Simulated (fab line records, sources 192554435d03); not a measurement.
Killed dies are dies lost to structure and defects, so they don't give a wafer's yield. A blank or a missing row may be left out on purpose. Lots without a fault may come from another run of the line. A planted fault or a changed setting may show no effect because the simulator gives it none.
Chamber matching | flow n5_finfet | N5_BEOL_M3_ETCHBACK_99 on rie_diel-03: 4 sister chambers
The step etches SiO2 in CHF3, target depth 5 nm, time 10.4 s. 16 wafers are shown with their chamber, then 8 later ones without.

WAFERS WITH THEIR CHAMBER
wafer  | chamber | drypump_motor_current_A (A) | showerhead_plenum_p_Torr (Torr) | rf_vpp_V (V)
L074.1 | 2       | 5.9                         | 2.19                            | 238
L074.3 | 3       | 6.2                         | 2.08                            | 239
L074.5 | 0       | 6.0                         | 2.11                            | 242
L075.2 | 0       | 6.0                         | 2.11                            | 243
L075.4 | 2       | 5.9                         | 2.19                            | 238
L075.5 | 0       | 6.0                         | 2.11                            | 244
L078.4 | 3       | 6.2                         | 2.08                            | 237
L078.5 | 1       | 5.2                         | 2.21                            | 245
L078.6 | 2       | 5.9                         | 2.19                            | 238
L083.2 | 1       | 5.1                         | 2.21                            | 243
L083.3 | 0       | 6.0                         | 2.10                            | 243
L083.4 | 2       | 5.9                         | 2.18                            | 237
L090.3 | 0       | 6.0                         | 2.09                            | 243
L090.5 | 3       | 6.2                         | 2.07                            | 239
L090.6 | 2       | 5.9                         | 2.18                            | 238
L094.1 | 0       | 6.0                         | 2.09                            | 243

SIGNATURES (means of the wafers above)
reading                  | chamber 0 | chamber 1 | chamber 2 | chamber 3 | scatter within a chamber
drypump_motor_current_A  | 6.000     | 5.150     | 5.900     | 6.200     | 0.0204
showerhead_plenum_p_Torr | 2.1017    | 2.2100    | 2.1860    | 2.0767    | 0.00747
rf_vpp_V                 | 243.00    | 244.00    | 237.80    | 238.33    | 0.789
Rule: a wafer's distance from a chamber is the root of the sum, over the readings, of the square of ((its reading less the chamber's mean) divided by the reading's scatter). The wafer belongs to the nearest chamber; if the next one is less than 2 further off, it can't be placed. The scatter: the root of (the sum of the squares of (reading less its chamber's mean) over the shown wafers, divided by (wafers less chambers)).

WAFERS WITHOUT THEIR CHAMBER
wafer  | drypump_motor_current_A (A) | showerhead_plenum_p_Torr (Torr) | rf_vpp_V (V)
L094.5 | 6.0                         | 2.09                            | 244
L094.6 | 6.2                         | 2.06                            | 238
L093.1 | 5.2                         | 2.20                            | 243
L093.4 | 6.2                         | 2.07                            | 236
L093.5 | 5.2                         | 2.20                            | 245
L082.1 | 6.0                         | 2.09                            | 241
L082.3 | 5.9                         | 2.17                            | 238
L082.6 | 5.9                         | 2.17                            | 237

WHICH CHAMBER EACH WENT THROUGH
wafer  | from the rows above | in truth
L094.5 | 0                   | 0
L094.6 | 3                   | 3
L093.1 | 1                   | 1
L093.4 | 3                   | 3
L093.5 | 1                   | 1
L082.1 | 0                   | 0
L082.3 | 2                   | 2
L082.6 | 2                   | 2
Placed correctly: 8 of 8. Can't be placed from these rows: 0. Placed wrongly: 0.
